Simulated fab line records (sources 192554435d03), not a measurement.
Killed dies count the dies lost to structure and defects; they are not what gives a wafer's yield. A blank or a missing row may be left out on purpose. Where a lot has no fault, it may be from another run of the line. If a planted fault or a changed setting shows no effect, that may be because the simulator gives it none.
Chamber matching ; flow n5Finfet ; 4 sister chambers for N5_BEOL_M6_ETCH_66 on rieDiel-04
The step etches SOC in N2/H2, target depth 80 nm, overetch 16 nm, time 120 s. 20 wafers are shown with their chamber, then 10 later ones without.

== WAFERS PAIRED WITH THEIR CHAMBERS ==
wafer;chamber;drypumpMotorCurrentA (A);showerheadPlenumPTorr (Torr);throttleValvePct (%)
L077.2;2;6.4;2.44;17.83
L077.5;2;6.4;2.44;17.83
L077.6;3;5.7;2.52;18.08
L078.1;1;5.4;2.57;17.87
L078.3;3;5.7;2.51;18.11
L078.6;3;5.6;2.51;18.09
L080.1;3;5.7;2.51;18.11
L080.4;3;5.7;2.51;18.12
L080.5;1;5.4;2.57;17.86
L081.2;3;5.7;2.51;18.12
L081.4;1;5.4;2.57;17.89
L081.6;3;5.7;2.51;18.12
L083.4;1;5.4;2.57;17.88
L083.5;2;6.4;2.43;17.86
L083.6;3;5.7;2.51;18.12
L085.2;0;6.2;2.44;17.68
L085.3;1;5.4;2.57;17.88
L085.6;2;6.4;2.43;17.89
L090.1;2;6.4;2.42;17.86
L090.4;1;5.4;2.56;17.91

SIGNATURES (means of the wafers above)
reading;chamber 0;chamber 1;chamber 2;chamber 3;scatter within a chamber
drypumpMotorCurrentA;6.200;5.400;6.400;5.688;0.0234
showerheadPlenumPTorr;2.4400;2.5683;2.4320;2.5112;0.00531
throttleValvePct;17.6800;17.8817;17.8540;18.1088;0.0189
Rule: a wafer lies at a distance from a chamber equal to the root of the sum of squares, over the readings, of (its reading less the chamber's mean, divided by the reading's scatter). The wafer belongs to the nearest chamber; if the next one is less than 2 further off, it can't be placed. How the scatter is found: for the shown wafers, subtract from each reading the mean of its chamber, square and add these, divide the total by (wafers less chambers), then take the root.

== WAFERS WITH NO CHAMBER GIVEN ==
wafer;drypumpMotorCurrentA (A);showerheadPlenumPTorr (Torr);throttleValvePct (%)
L090.6;5.4;2.57;17.89
L092.2;5.4;2.56;17.94
L092.4;5.7;2.50;18.15
L092.6;6.4;2.42;17.89
L095.1;6.2;2.43;17.73
L095.2;5.6;2.50;18.17
L095.4;6.4;2.42;17.88
L097.2;5.4;2.55;17.94
L097.3;6.4;2.42;17.91
L097.6;5.4;2.55;17.95

== WHICH CHAMBER EACH WENT THROUGH ==
wafer;from the rows above;in truth
L090.6;1;1
L092.2;1;1
L092.4;3;3
L092.6;2;2
L095.1;0;0
L095.2;3;3
L095.4;2;2
L097.2;1;1
L097.3;2;2
L097.6;1;1
10 of 10 placed correctly. Number that these rows cannot place: 0. Number placed wrongly: 0.
